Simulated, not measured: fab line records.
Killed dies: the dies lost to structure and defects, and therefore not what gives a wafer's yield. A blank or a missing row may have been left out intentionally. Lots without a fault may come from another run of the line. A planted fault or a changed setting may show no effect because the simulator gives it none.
Chamber matching    flow n5Finfet    N5_BEOL_M5_CMP_52 on cmp-03 has 4 sister chambers
The step polishes, stops on SiCOH lowk, t overpolish 6.9 s, target thk 62 nm. 8 wafers are shown with their chamber, then 9 later ones without.

WAFERS, EACH WITH ITS CHAMBER
wafer   chamber  motorCurrentA (A)  timeToEndpointS (s)
L088.5  2        5.4                58.2
L088.6  3        5.7                62.5
L091.1  3        5.5                64.3
L091.2  0        6.1                64.5
L091.4  1        8.1                57.6
L089.3  0        6.3                63.0
L089.4  2        5.3                60.8
L089.5  1        7.9                59.7

WAFERS WITHOUT THEIR CHAMBER
wafer   motorCurrentA (A)  timeToEndpointS (s)
L092.2  5.5                60.6
L092.3  5.6                61.3
L092.4  6.3                62.8
L094.2  5.9                62.6
L094.3  5.9                62.9
L094.5  5.8                66.9
L097.1  6.0                65.6
L097.3  5.4                64.6
L097.4  5.7                67.5

EACH ONE'S CHAMBER
wafer   from the rows above      in truth
L092.2  can't be placed: 2 or 3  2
L092.3  can't be placed: 3 or 2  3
L092.4  0                        0
L094.2  can't be placed: 3 or 0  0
L094.3  can't be placed: 3 or 0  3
L094.5  can't be placed: 3 or 0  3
L097.1  can't be placed: 0 or 3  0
L097.3  can't be placed: 3 or 2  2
L097.4  can't be placed: 3 or 0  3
Correctly placed: 1 of 9. From these rows, 8 cannot be placed; in 8 the true chamber is one of the candidates. Placed wrongly: 0.
How it was worked out, from the rows above alone: a wafer's distance from a chamber is the root of the sum, over the readings, of the square of ((its reading less the chamber's mean) divided by the reading's scatter). If the next closest chamber is less than 2 further off than the closest, the wafer can't be placed; otherwise it belongs to the closest. A chamber's mean is the mean of its shown wafers. How the scatter is found: for the shown wafers, subtract from each reading the mean of its chamber, square and add these, divide the total by (wafers less chambers), then take the root.
